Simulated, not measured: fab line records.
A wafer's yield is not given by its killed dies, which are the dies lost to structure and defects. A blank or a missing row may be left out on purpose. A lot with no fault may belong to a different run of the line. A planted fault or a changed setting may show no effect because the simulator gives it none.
Split-lot experiment ; flow n5Finfet ; on a route of 1938 steps: 7 lots, 21 wafers read

THE SPLIT
At N5_HKMG_FIN_ETCH_35 (etches SOC in N2/H2, target depth 215.8 nm, time 243.4 s), the setting biasW was moved away from the recipe's 5 W on 10 of the 21 wafers read, by -14.1% to +16.8%. The other wafers ran this setting at the recipe's value.

The reading is taken at the split's own step.

THE READING
rfVppV, in V, at N5_HKMG_FIN_ETCH_35 (etches SOC in N2/H2, target depth 215.8 nm, time 243.4 s). Typical for fault-free wafers on this fab line: 141.6 V, with standard deviation 0.99 V.

wafer;tool, chamber at the split;biasW as run, W;against the recipe;rfVppV, V;against lot-mates on the recipe
L076.1;rieDiel-01, 2;5;recipe;141.5;-
L076.5;rieDiel-01, 2;5;recipe;141.1;-
L076.6;rieDiel-01, 3;4.484;-10.3%;131.9;-9.4
L080.4;rieDiel-02, 2;5;recipe;141.1;-
L080.5;rieDiel-02, 0;5;recipe;143.4;-
L080.6;rieDiel-02, 3;5;recipe;142.2;-
L082.3;rieDiel-06, 0;5;recipe;142.5;-
L082.4;rieDiel-06, 3;4.688;-6.2%;133.5;-9.0
L082.6;rieDiel-06, 1;4.688;-6.2%;134.4;-8.1
L083.3;rieDiel-01, 1;5.839;+16.8%;155.6;+14.6
L083.4;rieDiel-01, 2;5.839;+16.8%;156.1;+15.1
L083.5;rieDiel-01, 1;5;recipe;141.0;-
L084.1;rieDiel-06, 0;4.297;-14.1%;129.8;no lot-mate on the recipe
L084.3;rieDiel-06, 2;4.297;-14.1%;129.3;no lot-mate on the recipe
L084.6;rieDiel-06, 3;4.297;-14.1%;127.9;no lot-mate on the recipe
L085.1;rieDiel-06, 3;5;recipe;141.4;-
L085.3;rieDiel-06, 2;5;recipe;141.9;-
L085.6;rieDiel-06, 2;5;recipe;140.7;-
L096.3;rieDiel-06, 1;4.666;-6.7%;134.8;-8.1
L096.5;rieDiel-06, 2;5;recipe;142.9;-
L096.6;rieDiel-06, 3;4.666;-6.7%;134.5;-8.4

THE FIT
A straight line over all 21 wafers: rfVppV changes by +0.899 V for each +1% of biasW; r = +0.99; the points scatter about the line by 1 V.
The same after taking each lot's own level away (the mean of its wafers on the recipe; 18 wafers): +0.969 V for each +1%; r = +0.99; scatter 1.1 V.
Per that fit: largest biasW move, reading shift of 16 V.
Across the lots, their own levels run from 141.00 to 142.90 V, a range of 1.9 times the standard deviation given above.
The two slopes agree, so the slope changes little with the lot-to-lot level.
Check: for one of the wafers moved furthest among these (+16.8%), held out of the fit, the line's prediction against its lot-mates is +16.4 V. Against them it came out at +14.6 V.
Tool readings at the split's step, against how far the setting was moved: rfVppV r = +0.99.

FURTHER SPLITS ON THESE WAFERS
Before the reading, these wafers also passed through other splits. Each is held against what the fit with the lots' levels taken away leaves over:
other split on the same wafers;wafers away from the commonest value;r with rfVppV (lot level and that fit taken away)
N5_SDB_COAT_03 spinRpm;5;+0.10
N5_HKMG_FIN_ETCH_32 sourceW;3;-0.27

THE WHOLE CHAIN: every reading that the file lists as answering this split, in the file's order
step;what it does;reading;change (the file's fit);r (the file's)
N5_HKMG_FIN_ETCH_35;etches SOC in N2/H2, target depth 215.8 nm, time 243.4 s;rfVppV;+0.96 V for each +1% of the setting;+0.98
N5_HKMG_FIN_ETCH_35;etches SOC in N2/H2, target depth 215.8 nm, time 243.4 s;etch.depthNm (the simulator's own value, which no gauge read);+1.32 nm for each +1% of the setting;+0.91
N5_HKMG_FIN_ETCH_35;etches SOC in N2/H2, target depth 215.8 nm, time 243.4 s;SOC_of_HKMG_FIN_COAT_29.thkNm (the simulator's own value, which no gauge read);-1.31 nm for each +1% of the setting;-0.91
N5_HKMG_FIN_ETCH_35;etches SOC in N2/H2, target depth 215.8 nm, time 243.4 s;HKMG_FIN.featureDepthNm (the simulator's own value, which no gauge read);+1.32 nm for each +1% of the setting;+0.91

FILE'S OWN FIT
rfVppV changes by +0.96 V for each +1% of biasW, r = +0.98.
